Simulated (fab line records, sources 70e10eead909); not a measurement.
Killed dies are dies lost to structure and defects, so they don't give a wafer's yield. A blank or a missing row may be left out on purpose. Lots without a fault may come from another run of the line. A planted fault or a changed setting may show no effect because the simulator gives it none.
fab line records | flow nand_harc
record lots=22 wafers=66 last_day=24
route steps=1159 shown P_CONTACT@241 P_M0@267 P_M2@333 P_BONDPAD@367
lots that met no fault: from a run of the same line without faults
start_h: hours from the record's first day to the start of the lot's first wafer shown | wait_h: hours since the lot's step before | " the same as in the row above | L1.1+2: a row that stands for several wafers | - no value, or no start given | * or withheld: withheld | < > ~ a bound
route shown NAME@n: a module of which the file shows steps, and the number in the route of the first | usual: mean/standard deviation of fault-free wafers | same: alike in all rows | chamber/n: place in a boat | sites: the reading at each site | _std_site: their standard deviation | _edge_site: outer sites' mean less inner sites' | radius_mm: how far each site lies from the wafer's centre | mask NAME#n: copy n | behind: the tool/chamber that last shaped the wafer | hold: why the lot was held/for how many hours/how that ended | device: the transistor (n, p or np) that didn't switch | end of line: the same wafers' tests at the end of the route | a step without rows: its recipe alone | killed: dies lost to structure and defects at the first sort, not the wafer's yield | map: a wafer's dies, x killed, . not, _ none there
set.NAME: the setting as run; set.NAME@STEP: as run at that earlier step | model.NAME: the simulator's own value behind a step, which no gauge read
steps of the route over a sample of lots; a table a step, a row a wafer
services: from which hour (start_h, from the record's first day; less than 0 if before it) a tool's chamber was out of use, for how many hours, and why
## steps
# step NHARC_P_CONTACT_CD_MEAS_19
# usual cd_nm=90.5/2.5
# columns lot.wafer tool chamber start_h wait_h cd_nm
L074.1 cd_sem-03 - 110.83 - 93.2
L074.4 " - " " 90.3
L074.5 " - " " 89.0
L075.2 cd_sem-03 - 116.43 - 91.4
L075.3 " - " " 87.5
L075.4 " - " " 91.7
L076.1 cd_sem-03 - 117.61 - 91.6
L076.2 " - " " 90.6
L076.6 " - " " 87.6
L077.1 cd_sem-01 - 128.50 - 90.5
L077.4 " - " " 90.3
L077.5 " - " " 91.5
L079.1 cd_sem-02 - 141.83 - 86.9
L079.2 " - " " 90.5
L079.5 " - " " 86.2
L080.2 cd_sem-02 - 149.96 - 90.4
L080.3 " - " " 93.0
L080.4 " - " " 91.5
L081.2 cd_sem-03 - 156.68 - 89.6
L081.4 " - " " 94.6
L081.5 " - " " 93.6
L082.2 cd_sem-03 - 157.61 - 91.0
L082.5 " - " " 89.3
L082.6 " - " " 92.4
L083.2 cd_sem-01 - 171.04 - 89.4
L083.3 " - " " 90.3
L083.4 " - " " 91.7
L084.1 cd_sem-01 - 171.55 - 90.4
L084.2 " - " " 89.6
L084.4 " - " " 87.1
L087.1 cd_sem-02 - 186.48 - 90.5
L087.4 " - " " 90.1
L087.6 " - " " 90.0
L086.1 cd_sem-02 - 186.88 - 90.8
L086.3 " - " " 89.7
L086.6 " - " " 92.7
L088.1 cd_sem-01 - 194.11 - 89.1
L088.2 " - " " 95.4
L088.4 " - " " 91.5
L089.2 cd_sem-02 - 203.91 - 87.6
L089.3 " - " " 89.2
L089.5 " - " " 86.0
L090.1 cd_sem-03 - 211.22 - 93.6
L090.3 " - " " 86.5
L090.4 " - " " 89.4
L091.2 cd_sem-02 - 211.33 - 95.4
L091.4 " - " " 89.2
L091.5 " - " " 90.0
L092.3 cd_sem-03 - 221.59 - 88.2
L092.5 " - " " 85.4
L092.6 " - " " 89.2
L093.2 cd_sem-01 - 225.52 - 89.8
L093.3 " - " " 91.5
L093.4 " - " " 89.3
L094.1 cd_sem-02 - 225.91 - 96.4
L094.3 " - " " 91.8
L094.5 " - " " 94.2
L096.3 cd_sem-03 - 237.45 - 84.7
L096.4 " - " " 92.2
L096.6 " - " " 90.0
L095.2 cd_sem-02 - 238.22 - 92.8
L095.3 " - " " 89.9
L095.5 " - " " 96.0
L097.2 cd_sem-03 - 243.75 - 89.4
L097.4 " - " " 94.5
L097.5 " - " " 90.5
# step NHARC_P_M0_ETCH_34
# recipe target_depth_a=400 overetch_a=120 time_s=43.94 ion_energy_ev=200 n2_flow_sccm=150 h2_flow_sccm=150 ar_flow_sccm=0 rf_w=400 bias_w=150 chemistry=N2/H2
# usual chamber_pressure_mTorr=30.000/0.028 drypump_motor_current_A=5.5/0.39 oes_product_au=1.002/0.014 rf_vpp_V=430.6/1.9 showerhead_plenum_p_Torr=2.04/0.07 throttle_valve_pct=14.170/0.0083
# columns lot.wafer tool chamber start_h wait_h chamber_pressure_mTorr drypump_motor_current_A oes_product_au rf_hours_counter_h rf_vpp_V showerhead_plenum_p_Torr throttle_valve_pct
L074.1 rie_diel-12 1 114.55 0.1 29.952 6.2 1.024 3.8 431.4 2.05 14.162
L074.4 " 0 " " 29.994 5.1 1.012 5.1 434.0 2.18 14.159
L074.5 " 1 " " 30.051 6.2 1.017 - 432.4 2.05 14.172
L075.2 rie_diel-12 2 124.38 0.1 30.034 5.1 1.005 4.8 428.6 1.99 14.179
L075.4 " 3 " " 30.013 5.6 0.981 4.3 428.4 1.98 14.176
L075.3 " 0 " " 30.001 5.1 1.025 5.3 433.1 2.18 14.153
L076.1 rie_diel-10 0 124.84 0.1 30.008 5.6 0.999 5.8 429.7 2.04 14.174
L076.2 " 1 " " 29.988 5.4 0.988 6.8 427.6 2.01 14.170
L076.6 " 3 " " 29.987 5.3 1.006 - 428.5 1.98 14.168
L077.4 rie_diel-12 3 132.41 0.6 29.987 5.6 0.988 5.6 428.2 1.98 14.154
L077.1 " 1 " " 29.938 6.2 1.020 5.0 430.4 2.05 14.155
L077.5 " 3 " " 29.988 5.6 0.985 - 429.8 1.98 14.173
L079.1 rie_diel-10 1 150.53 0.1 30.025 5.4 0.994 8.6 429.6 2.01 14.164
L079.2 " 2 " " 30.001 4.9 0.987 9.9 435.6 2.21 14.175
L079.5 " 3 " " 29.960 5.3 1.012 - 429.9 1.98 14.177
L080.4 rie_diel-10 0 153.64 0.1 30.014 5.6 1.003 7.6 431.1 2.04 14.167
L080.3 " 1 " " 30.001 5.4 0.988 8.7 429.3 2.01 14.176
L080.2 " 2 " " 30.022 4.9 0.995 10.0 435.2 2.21 14.167
L081.2 rie_diel-12 1 162.16 0.1 29.997 6.2 1.004 7.0 430.3 2.05 14.170
L081.4 " 3 " " 29.969 5.6 0.981 8.1 428.6 1.98 14.173
L081.5 " 0 " " 29.953 5.1 1.010 - 435.0 2.18 14.179
L082.2 rie_diel-12 3 162.92 0.1 29.968 5.6 0.994 8.2 428.1 1.98 14.179
L082.5 " 0 " " 30.043 5.1 1.017 - 433.7 2.18 14.162
L082.6 " 1 " " 29.956 6.2 1.012 - 430.3 2.05 14.163
L083.2 rie_diel-04 2 174.69 0.1 30.052 5.2 0.979 2.9 429.4 2.00 14.168
L083.3 " 3 " " 29.978 5.8 0.987 3.3 431.2 2.08 14.184
L083.4 " 0 " " 30.039 5.6 1.000 3.7 430.6 2.03 14.179
L084.1 rie_diel-12 2 175.21 0.1 29.983 5.1 0.995 8.4 429.9 1.98 14.148
L084.2 " 3 " " 29.990 5.6 0.984 8.9 428.6 1.98 14.164
L084.4 " 0 " " 30.014 5.1 1.019 9.9 434.3 2.18 14.156
L087.4 rie_diel-04 1 189.88 0.1 30.027 6.1 0.994 4.2 431.5 2.03 14.170
L087.1 " 3 " " 30.020 5.8 0.979 4.6 430.6 2.08 14.178
L087.6 " 2 " " 29.980 5.2 0.997 - 430.4 2.00 14.181
L086.3 rie_diel-10 3 190.32 0.1 30.019 5.3 1.006 0.5 427.9 1.98 14.177
L086.1 " 0 " " 30.039 5.6 0.996 0.7 430.3 2.04 14.162
L086.6 " 3 " " 29.986 5.3 1.013 - 428.6 1.98 14.173
L088.2 rie_diel-04 3 199.31 0.1 30.021 5.8 0.988 5.0 431.5 2.08 14.164
L088.1 " 0 " " 29.970 5.5 0.991 5.4 430.4 2.03 14.179
L088.4 " 2 " " 29.932 5.2 0.986 4.3 430.5 2.00 14.164
L089.3 rie_diel-04 0 213.05 0.1 29.981 5.6 1.008 6.4 430.5 2.03 14.157
L089.2 " 2 " " 29.981 5.2 0.984 5.2 428.8 2.00 14.180
L089.5 " 2 " " 29.982 5.2 0.983 - 430.1 2.00 14.170
L090.1 rie_diel-12 0 215.27 0.1 30.030 5.1 1.030 0.7 435.7 2.18 14.179
L090.4 " 1 " " 29.993 6.2 1.035 1.0 431.6 2.05 14.167
L090.3 " 2 " " 29.998 5.1 1.017 0.7 430.1 1.98 14.178
L091.2 rie_diel-04 2 215.49 0.1 29.995 5.2 0.993 5.5 429.6 2.00 14.157
L091.5 " 1 " " 30.009 6.1 0.994 - 429.4 2.03 14.172
L091.4 " 0 " " 30.039 5.6 1.012 - 429.7 2.03 14.164
L092.3 rie_diel-10 2 225.20 0.1 29.975 5.0 0.976 2.9 435.3 2.21 14.181
L092.5 " 0 " " 29.991 5.6 0.998 - 430.4 2.03 14.159
L092.6 " 1 " " 30.011 5.4 0.990 - 429.5 2.01 14.170
L093.4 rie_diel-10 3 233.46 0.0 30.025 5.3 1.012 3.6 430.5 1.98 14.162
L093.2 " 0 " " 30.025 5.5 1.002 4.6 430.2 2.03 14.162
L093.3 " 1 " " 29.994 5.4 1.001 4.8 430.7 2.01 14.174
L094.3 rie_diel-04 3 234.01 0.1 30.038 5.8 0.991 7.7 432.1 2.08 14.165
L094.1 " 0 " " 29.983 5.6 0.998 8.5 430.4 2.03 14.177
L094.5 " 0 " " 30.020 5.6 1.013 - 431.3 2.03 14.165
L096.4 rie_diel-12 0 242.07 0.1 30.013 5.1 1.032 2.3 434.1 2.18 14.171
L096.3 " 1 " " 29.957 6.2 1.022 2.3 431.1 2.05 14.161
L096.6 " 1 " " 30.013 6.2 1.026 - 429.7 2.05 14.160
L095.3 rie_diel-12 0 242.62 0.1 30.005 5.1 1.032 2.3 434.6 2.18 14.170
L095.2 " 1 " " 30.043 6.2 1.010 2.3 431.6 2.05 14.173
L095.5 " 0 " " 29.963 5.1 1.024 - 433.7 2.18 14.171
L097.4 rie_diel-12 2 247.27 0.1 30.039 5.1 1.002 2.2 429.4 1.98 14.167
L097.2 " 0 " " 30.019 5.1 1.026 2.4 433.5 2.17 14.180
L097.5 " 2 " " 29.976 5.1 1.002 - 430.6 1.98 14.175
# step NHARC_P_M0_PVD_21
# recipe target_thk_a=300 chamber_pressure_pa=5 power_w=5000 substrate_temp_c=30 time_s=20.49 material=Cu
# usual chamber_pressure_pa=5.000/0.0098 throttle_valve_pct=29.6/0.86
# columns lot.wafer tool chamber start_h wait_h chamber_pressure_pa throttle_valve_pct
L074.1 pvd_sputter-01 - - - 4.991 28.7
L074.4 " - " " 5.016 29.9
L074.5 " - " " 4.991 30.2
L075.2 pvd_sputter-01 - - - 5.004 29.8
L075.3 " - " " 5.008 30.2
L075.4 " - " " 5.004 28.7
L076.1 pvd_sputter-02 - - - 5.005 27.5
L076.2 " - " " 5.015 29.9
L076.6 " - " " 5.001 27.7
L077.4 pvd_sputter-01 - - - 4.987 29.7
L077.1 " - " " 5.002 29.8
L077.5 " - " " 5.016 30.4
L079.2 pvd_sputter-02 - - - 4.988 27.7
L079.1 " - " " 4.996 30.4
L079.5 " - " " 4.986 29.7
L080.4 pvd_sputter-01 - - - 5.024 30.2
L080.2 " - " " 4.990 29.9
L080.3 " - " " 5.013 28.7
L081.4 pvd_sputter-03 - - - 4.993 29.7
L081.2 " - " " 5.007 30.3
L081.5 " - " " 4.988 29.3
L082.2 pvd_sputter-03 - - - 5.006 29.8
L082.5 " - " " 5.007 30.1
L082.6 " - " " 5.017 30.2
L083.4 pvd_sputter-03 - - - 5.004 29.6
L083.3 " - " " 4.986 30.0
L083.2 " - " " 4.998 29.5
L084.2 pvd_sputter-01 - - - 5.021 30.3
L084.4 " - " " 5.008 29.9
L084.1 " - " " 5.006 28.1
L087.4 pvd_sputter-02 - - - 4.986 30.7
L087.1 " - " " 5.005 30.0
L087.6 " - " " 5.009 30.8
L086.3 pvd_sputter-03 - - - 5.004 29.4
L086.1 " - " " 4.998 29.9
L086.6 " - " " 4.986 29.6
L088.1 pvd_sputter-02 - - - 4.993 28.1
L088.4 " - " " 4.994 29.5
L088.2 " - " " 4.995 30.2
L089.2 pvd_sputter-01 - - - 5.008 29.9
L089.3 " - " " 4.997 28.1
L089.5 " - " " 5.010 29.3
L090.4 pvd_sputter-01 - - - 4.995 28.3
L090.1 " - " " 5.014 30.4
L090.3 " - " " 5.001 29.0
L091.4 pvd_sputter-01 - - - 4.992 29.2
L091.2 " - " " 5.006 30.1
L091.5 " - " " 4.986 29.4
L092.3 pvd_sputter-01 - - - 5.003 29.3
L092.6 " - " " 4.993 30.5
L092.5 " - " " 4.994 29.5
L093.4 pvd_sputter-01 - - - 5.014 27.9
L093.2 " - " " 5.013 30.3
L093.3 " - " " 4.997 30.2
L094.1 pvd_sputter-01 - - - 5.001 29.4
L094.3 " - " " 5.013 30.2
L094.5 " - " " 4.980 30.5
L096.4 pvd_sputter-01 - - - 5.000 30.0
L096.3 " - " " 5.001 28.0
L096.6 " - " " 4.997 29.9
L095.2 pvd_sputter-02 - - - 5.013 27.5
L095.3 " - " " 5.010 30.4
L095.5 " - " " 4.998 27.9
L097.4 pvd_sputter-03 - - - 5.010 29.9
L097.2 " - " " 5.000 30.0
L097.5 " - " " 4.983 29.6
# step NHARC_P_M2_ETCH_15
# recipe target_depth_a=1825 time_s=91.2 c4f8_flow_sccm=withheld ar_flow_sccm=400 rf_w=600 bias_w=300 chemistry=C4F8/Ar
# usual chamber_pressure_mTorr=25.002/0.026 oes_product_au=0.947/0.024 rf_vpp_V=440.8/2.7
# columns lot.wafer tool chamber start_h wait_h chamber_pressure_mTorr oes_product_au rf_hours_counter_h rf_vpp_V
L074.1 rie_diel-06 3 - - 25.019 0.929 2 441.7
L074.4 " 0 " " 24.964 0.923 2 445.3
L074.5 " 2 " " 24.980 0.899 - 441.2
L075.4 rie_diel-06 0 - - 24.971 0.956 2 444.9
L075.3 " 1 " " 25.033 0.972 2 436.3
L075.2 " 3 " " 25.003 0.986 2 442.5
L076.1 rie_diel-06 0 - - 24.964 0.963 2 444.2
L076.2 " 1 " " 24.997 0.991 2 435.8
L076.6 " 3 " " 25.001 0.963 - 441.0
L077.4 rie_diel-06 0 - - 25.066 0.996 2 443.4
L077.1 " 1 " " 25.020 0.985 2 437.1
L077.5 " 2 " " 24.970 0.943 - 442.6
L079.2 rie_diel-08 0 - - 24.986 0.933 4 440.6
L079.1 " 1 " " 25.015 0.936 4 443.9
L079.5 " 3 " " 24.987 0.936 - 439.7
L080.4 rie_diel-06 2 - - 25.015 0.939 3 441.8
L080.2 " 3 " " 24.976 0.979 3 439.5
L080.3 " 0 " " 25.018 0.978 3 445.1
L081.2 rie_diel-06 1 - - 25.029 0.946 3 434.8
L081.4 " 2 " " 25.017 0.899 3 441.2
L081.5 " 0 " " 24.991 0.922 - 444.3
L082.2 rie_diel-11 0 - - 24.986 0.909 57 442.6
L082.6 " 3 " " 25.007 0.921 - 443.1
L082.5 " 0 " " 25.003 0.913 - 442.1
L083.3 rie_diel-06 0 - - 25.014 0.978 4 444.8
L083.4 " 2 " " 25.041 0.939 4 441.2
L083.2 " 3 " " 24.988 0.971 4 441.7
L084.4 rie_diel-08 0 - - 25.000 0.928 8 440.6
L084.1 " 2 " " 24.992 0.920 9 436.7
L084.2 " 3 " " 25.006 0.928 8 439.9
L087.1 rie_diel-06 1 - - 24.993 0.942 4 435.3
L087.4 " 2 " " 24.961 0.916 4 441.5
L087.6 " 1 " " 25.057 0.944 - 436.5
L086.3 rie_diel-08 3 - - 25.004 0.940 12 440.5
L086.1 " 0 " " 24.989 0.929 12 440.4
L086.6 " 2 " " 24.997 0.922 - 438.6
L088.4 rie_diel-06 0 - - 25.006 0.931 5 444.4
L088.1 " 1 " " 24.957 0.938 5 437.5
L088.2 " 2 " " 24.964 0.891 5 441.9
L089.3 rie_diel-06 2 - - 24.966 0.925 5 442.2
L089.2 " 3 " " 25.025 0.963 5 441.8
L089.5 " 2 " " 24.983 0.944 - 441.6
L090.4 rie_diel-06 3 - - 24.990 0.976 5 439.3
L090.1 " 0 " " 25.001 0.984 6 443.1
L090.3 " 2 " " 24.969 0.942 5 441.1
L091.4 rie_diel-06 1 - - 25.023 0.974 6 436.9
L091.2 " 2 " " 25.020 0.958 5 440.0
L091.5 " 1 " " 24.987 0.980 - 437.3
L092.3 rie_diel-08 3 - - 24.992 0.922 19 439.8
L092.5 " 0 " " 25.018 0.921 - 441.0
L092.6 " 1 " " 25.002 0.929 - 442.1
L093.2 rie_diel-08 1 - - 25.006 0.926 21 443.7
L093.3 " 2 " " 24.985 0.929 21 437.4
L093.4 " 3 " " 25.035 0.920 20 440.8
L094.3 rie_diel-08 0 - - 24.937 0.920 18 440.2
L094.1 " 1 " " 24.986 0.928 22 444.0
L094.5 " 3 " " 24.986 0.931 - 440.5
L096.3 rie_diel-06 3 - - 25.007 0.957 0 442.3
L096.4 " 0 " " 24.960 0.968 0 444.2
L096.6 " 2 " " 24.987 0.955 - 441.6
L095.3 rie_diel-06 3 - - 25.012 0.982 0 439.3
L095.2 " 0 " " 25.011 0.983 0 444.6
L095.5 " 2 " " 25.013 0.962 - 441.2
L097.2 rie_diel-06 2 - - 25.012 0.962 0 442.2
L097.4 " 3 " " 24.988 0.982 0 440.3
L097.5 " 2 " " 24.990 0.965 - 442.9
# step NHARC_P_M2_STRIP_18
# recipe power_w=1000 n2_flow_sccm=150 h2_flow_sccm=150 ar_flow_sccm=0 bias_w=0 chemistry=N2/H2
# usual chamber_pressure_mTorr=29.996/0.027 drypump_motor_current_A=5.6/0.52 oes_product_au=1.000/0.015 rf_vpp_V=90.6/1.1 showerhead_plenum_p_Torr=2.04/0.089 throttle_valve_pct=14.170/0.0091
# columns lot.wafer tool chamber start_h wait_h chamber_pressure_mTorr drypump_motor_current_A oes_product_au rf_hours_counter_h rf_vpp_V showerhead_plenum_p_Torr throttle_valve_pct
L074.1 rie_diel-11 3 124.42 0.1 29.994 5.8 1.001 38 91.1 2.14 14.163
L074.4 " 0 " " 30.012 5.4 0.990 38 91.6 2.17 14.180
L074.5 " 2 " " 30.023 5.6 0.994 - 90.6 1.99 14.172
L075.2 rie_diel-06 2 132.88 0.1 30.022 5.0 0.983 2 90.5 2.06 14.171
L075.4 " 3 " " 29.984 6.3 1.006 2 89.6 2.05 14.172
L075.3 " 1 " " 30.054 6.1 1.014 2 89.2 1.90 14.173
L076.1 rie_diel-08 1 134.17 0.1 30.011 5.9 1.009 0 90.5 2.14 14.177
L076.2 " 3 " " 29.985 6.0 1.013 0 90.3 2.00 14.175
L076.6 " 1 " " 29.999 5.9 1.008 - 92.2 2.14 14.169
L077.1 rie_diel-06 0 141.04 0.1 29.987 5.0 1.005 2 93.3 2.15 14.175
L077.4 " 1 " " 29.996 6.1 1.010 2 88.8 1.90 14.161
L077.5 " 1 " " 30.029 6.1 1.017 - 87.8 1.90 14.168
L079.2 rie_diel-06 2 159.10 0.1 30.003 4.9 0.973 3 89.3 2.06 14.157
L079.1 " 1 " " 29.986 6.1 1.025 3 90.5 1.90 14.175
L079.5 " 3 " " 30.003 6.3 1.005 - 90.7 2.05 14.185
L080.3 rie_diel-08 1 161.98 0.1 29.981 5.9 1.000 5 90.1 2.14 14.161
L080.2 " 2 " " 29.971 5.4 0.993 5 89.5 1.92 14.163
L080.4 " 3 " " 29.967 6.0 1.005 5 88.4 2.00 14.169
L081.2 rie_diel-08 1 171.67 0.1 29.977 5.9 0.992 6 90.8 2.14 14.173
L081.4 " 3 " " 29.993 6.0 1.003 7 89.5 2.00 14.162
L081.5 " 1 " " 29.977 5.9 1.007 - 92.4 2.14 14.195
L082.2 rie_diel-06 3 172.04 0.1 29.957 6.3 1.014 4 93.7 2.05 14.177
L082.6 " 1 " " 30.047 6.1 1.023 - 89.4 1.90 14.164
L082.5 " 2 " " 29.987 4.9 0.982 - 90.0 2.06 14.173
L083.4 rie_diel-06 3 183.42 0.1 30.019 6.3 1.010 4 90.2 2.05 14.175
L083.3 " 1 " " 30.022 6.1 1.026 4 89.9 1.90 14.168
L083.2 " 2 " " 30.003 4.9 0.982 4 91.2 2.06 14.184
L084.2 rie_diel-06 3 183.89 0.1 30.003 6.3 1.004 4 92.1 2.05 14.170
L084.1 " 0 " " 29.944 5.0 1.002 4 90.8 2.15 14.176
L084.4 " 1 " " 30.010 6.1 1.016 4 89.0 1.90 14.177
L087.4 rie_diel-06 2 198.40 0.1 29.949 4.9 0.979 4 90.7 2.06 14.177
L087.1 " 1 " " 29.955 6.1 1.014 4 88.6 1.90 14.175
L087.6 " 2 " " 29.986 4.9 0.966 - 91.3 2.06 14.178
L086.3 rie_diel-06 3 199.02 0.1 30.016 6.2 1.006 5 91.1 2.05 14.162
L086.1 " 0 " " 29.980 5.0 1.010 5 90.8 2.15 14.172
L086.6 " 2 " " 29.989 4.9 0.972 - 89.7 2.06 14.179
L088.1 rie_diel-06 1 207.72 0.1 29.973 6.1 1.009 5 90.2 1.90 14.159
L088.4 " 2 " " 30.067 5.0 0.976 5 91.3 2.06 14.183
L088.2 " 3 " " 29.979 6.3 0.992 5 91.4 2.05 14.169
L089.2 rie_diel-06 1 221.85 0.1 29.983 6.1 1.021 5 87.6 1.90 14.176
L089.3 " 2 " " 29.979 4.9 0.980 5 89.9 2.06 14.170
L089.5 " 3 " " 30.030 6.3 1.003 - 91.1 2.05 14.146
L090.3 rie_diel-11 3 224.24 0.1 29.962 5.8 0.984 12 91.4 2.13 14.176
L090.4 " 0 " " 30.014 5.5 0.998 11 91.8 2.16 14.168
L090.1 " 1 " " 29.997 5.8 0.976 11 90.7 2.00 14.162
L091.4 rie_diel-06 2 225.00 0.1 30.005 4.9 0.979 5 92.1 2.06 14.156
L091.2 " 3 " " 29.997 6.3 1.013 6 90.3 2.05 14.182
L091.5 " 1 " " 29.983 6.1 1.020 - 88.8 1.90 14.170
L092.3 rie_diel-06 2 234.45 0.1 30.012 4.9 0.982 6 89.0 2.06 14.171
L092.6 " 0 " " 30.022 5.0 1.010 - 91.2 2.15 14.167
L092.5 " 1 " " 29.995 6.1 1.015 - 88.5 1.90 14.151
L093.2 rie_diel-08 2 242.34 0.1 29.993 5.3 1.001 21 89.9 1.91 14.154
L093.3 " 3 " " 29.998 6.0 1.004 20 89.8 1.99 14.156
L093.4 " 0 " " 29.993 5.6 0.988 18 88.4 2.01 14.184
L094.3 rie_diel-08 3 242.83 0.1 30.022 6.0 0.988 20 91.5 1.99 14.172
L094.1 " 1 " " 29.942 5.9 0.998 22 90.6 2.13 14.161
L094.5 " 3 " " 29.992 6.0 0.990 - 89.6 1.99 14.185
L096.4 rie_diel-08 1 252.21 0.1 29.977 5.9 0.993 23 91.3 2.13 14.160
L096.3 " 2 " " 30.021 5.3 0.981 23 89.1 1.91 14.180
L096.6 " 0 " " 29.955 5.6 1.002 - 91.4 2.01 14.173
L095.2 rie_diel-06 0 252.59 0.1 30.070 5.0 1.003 0 91.9 2.15 14.175
L095.3 " 3 " " 29.944 6.3 1.009 0 90.2 2.04 14.167
L095.5 " 1 " " 29.962 6.1 1.000 - 90.4 1.90 14.178
L097.4 rie_diel-06 2 255.80 0.1 29.983 4.9 1.017 0 90.3 2.06 14.170
L097.2 " 1 " " 29.971 6.1 1.008 0 89.7 1.90 14.178
L097.5 " 3 " " 29.996 6.3 1.026 - 91.4 2.04 14.161
# step NHARC_P_BONDPAD_DESCUM_11
# recipe time_s=3 o2_flow_sccm=200 ar_flow_sccm=0 bias_power_w=0 chemistry=O2
# usual chamber_pressure_mTorr=60.00/0.051 drypump_motor_current_A=5.3/0.46 oes_product_au=0.994/0.013 rf_vpp_V=57.9/0.8 showerhead_plenum_p_Torr=1.97/0.072 throttle_valve_pct=11.311/0.0086
# same bias_power_w=0
# columns lot.wafer tool chamber start_h wait_h chamber_pressure_mTorr drypump_motor_current_A oes_product_au rf_hours_counter_h rf_vpp_V showerhead_plenum_p_Torr throttle_valve_pct
L074.4 rie_diel-03 0 128.80 - 60.02 5.6 1.016 8 57.4 1.90 11.297
L074.1 " 1 " " 60.00 5.5 0.982 9 58.9 1.89 11.299
L074.5 " 2 " " 60.08 4.9 0.999 - 57.7 2.00 11.303
L075.4 rie_diel-03 3 137.06 - 59.95 4.9 0.977 9 58.4 2.06 11.324
L075.2 " 0 " " 60.01 5.6 1.011 9 58.0 1.90 11.311
L075.3 " 1 " " 60.01 5.4 0.989 10 58.6 1.89 11.324
L076.2 rie_diel-13 3 138.70 - 59.99 5.4 0.987 11 56.9 1.88 11.312
L076.1 " 0 " " 60.05 6.6 1.008 14 56.8 2.07 11.316
L076.6 " 0 " " 60.06 6.7 0.999 - 58.2 2.07 11.322
L077.1 rie_diel-13 0 145.28 - 59.95 6.7 0.999 17 58.8 2.07 11.321
L077.4 " 1 " " 59.92 5.5 0.988 - 58.5 1.96 11.317
L077.5 " 2 " " 59.96 5.2 1.002 - 58.6 1.96 11.302
L079.2 rie_diel-03 2 163.30 - 60.11 4.9 0.997 11 58.2 2.00 11.311
L079.1 " 3 " " 59.94 4.9 0.976 11 57.1 2.06 11.303
L079.5 " 1 " " 60.04 5.5 0.989 - 58.2 1.89 11.327
L080.3 rie_diel-01 0 166.20 - 59.99 5.4 0.990 4 57.9 1.96 11.312
L080.2 " 2 " " 59.98 5.8 1.020 6 58.5 2.03 11.318
L080.4 " 3 " " 59.95 6.1 1.006 5 56.8 1.96 11.327
L081.2 rie_diel-03 3 175.90 - 59.96 4.8 0.970 11 59.0 2.06 11.296
L081.5 " 1 " " 60.04 5.5 0.986 - 57.6 1.89 11.307
L081.4 " 2 " " 59.96 4.9 0.989 - 57.4 2.00 11.305
L082.2 rie_diel-03 1 176.45 - 60.01 5.5 0.995 12 56.9 1.89 11.313
L082.5 " 2 " " 59.95 4.9 0.990 - 59.7 2.00 11.317
L082.6 " 3 " " 60.02 4.9 0.979 - 58.1 2.06 11.292
L083.2 rie_diel-03 2 187.49 - 60.01 4.9 0.975 14 56.3 2.00 11.304
L083.4 " 3 " " 59.97 4.9 0.969 13 60.2 2.06 11.308
L083.3 " 0 " " 60.09 5.6 1.006 13 57.8 1.89 11.312
L084.4 rie_diel-03 1 188.47 - 59.99 5.5 0.989 14 58.2 1.89 11.318
L084.2 " 2 " " 60.02 4.9 0.982 14 59.0 2.00 11.317
L084.1 " 3 " " 60.06 4.8 0.976 13 57.8 2.06 11.316
L087.1 rie_diel-03 2 202.62 - 60.00 4.9 0.986 16 59.4 2.00 11.311
L087.4 " 3 " " 59.99 4.9 0.983 14 58.5 2.06 11.303
L087.6 " 0 " " 60.07 5.6 1.017 - 56.7 1.89 11.305
L086.1 rie_diel-01 1 203.23 - 60.03 5.9 0.998 18 56.8 1.81 11.323
L086.3 " 3 " " 59.99 6.1 0.995 22 57.8 1.96 11.308
L086.6 " 0 " " 60.10 5.4 0.995 - 58.4 1.96 11.311
L088.2 rie_diel-03 0 211.76 - 60.00 5.6 1.012 16 58.1 1.89 11.307
L088.1 " 2 " " 59.92 4.9 0.988 17 57.8 2.00 11.308
L088.4 " 2 " " 59.97 4.9 0.998 - 59.2 2.00 11.310
L089.2 rie_diel-13 0 226.00 - 60.02 6.7 1.016 42 56.5 2.06 11.292
L089.3 " 1 " " 60.02 5.5 0.998 40 56.4 1.95 11.303
L089.5 " 0 " " 60.01 6.7 1.000 - 57.0 2.06 11.322
L090.1 rie_diel-03 2 228.45 - 60.02 4.9 0.993 0 57.6 2.00 11.301
L090.3 " 3 " " 59.94 4.9 0.996 0 58.1 2.06 11.309
L090.4 " 1 " " 60.06 5.5 0.998 0 57.6 1.89 11.323
L091.2 rie_diel-03 0 229.31 - 59.99 5.6 1.024 1 58.0 1.89 11.308
L091.4 " 1 " " 60.00 5.5 0.995 0 56.8 1.89 11.313
L091.5 " 2 " " 60.04 4.9 0.977 - 58.1 2.00 11.300
L092.3 rie_diel-03 0 238.72 - 60.03 5.6 1.017 1 56.5 1.89 11.312
L092.6 " 2 " " 59.98 4.9 0.978 - 58.7 2.00 11.305
L092.5 " 3 " " 59.88 4.8 0.990 - 58.4 2.06 11.309
L093.2 rie_diel-03 1 248.08 - 59.93 5.5 0.996 2 57.8 1.89 11.298
L093.4 " 2 " " 60.03 4.9 0.981 2 58.3 2.00 11.311
L093.3 " 3 " " 59.96 4.8 1.002 3 58.2 2.06 11.316
L094.1 rie_diel-01 3 248.54 - 59.97 6.1 1.004 38 57.8 1.95 11.310
L094.3 " 0 " " 59.99 5.4 1.002 34 58.3 1.95 11.301
L094.5 " 3 " " 60.01 6.0 1.004 - 59.3 1.95 11.313
L096.3 rie_diel-03 0 256.62 - 59.94 5.6 1.019 3 57.9 1.89 11.314
L096.4 " 1 " " 60.03 5.5 0.991 2 59.1 1.89 11.305
L096.6 " 0 " " 59.95 5.6 1.030 - 56.8 1.89 11.294
L095.3 rie_diel-01 2 256.83 - 60.04 5.8 1.015 40 58.8 2.02 11.307
L095.2 " 0 " " 59.92 5.4 0.999 37 59.2 1.95 11.325
L095.5 " 2 " " 59.99 5.8 1.014 - 58.1 2.02 11.310
L097.2 rie_diel-03 1 260.16 - 59.97 5.5 0.995 3 59.1 1.89 11.310
L097.4 " 2 " " 60.06 4.9 0.979 3 57.0 2.00 11.328
L097.5 " 1 " " 60.00 5.5 0.991 - 57.8 1.89 11.308
## services
# columns tool chamber start_h hours kind
pvd_sputter-03 - 102.00 10.0 pm
rie_diel-04 - 102.83 0.3 repair
rie_diel-04 - 111.90 9.0 pm
rie_diel-08 - 124.80 9.0 pm
rie_diel-10 - 127.63 2.0 repair
rie_diel-04 - 140.09 2.1 repair
pvd_sputter-01 - 158.17 10.0 pm
rie_diel-03 0 175.42 5.3 repair
rie_diel-10 - 176.57 9.0 pm
rie_diel-08 - 182.51 0.4 repair
rie_diel-12 - 202.40 9.0 pm
rie_diel-06 1 202.50 2.8 repair
rie_diel-03 1 204.63 11.4 repair
rie_diel-08 0 211.62 11.0 repair
rie_diel-04 3 212.54 5.6 repair
rie_diel-03 - 215.38 9.0 pm
rie_diel-12 1 222.74 2.9 repair
rie_diel-03 - 226.20 0.3 repair
rie_diel-10 2 232.20 1.2 repair
rie_diel-10 2 234.85 4.8 repair
rie_diel-06 3 235.07 2.0 repair
rie_diel-04 - 238.44 8.1 repair
rie_diel-06 - 241.20 9.0 pm
rie_diel-04 1 252.84 10.6 repair
## key
fault none
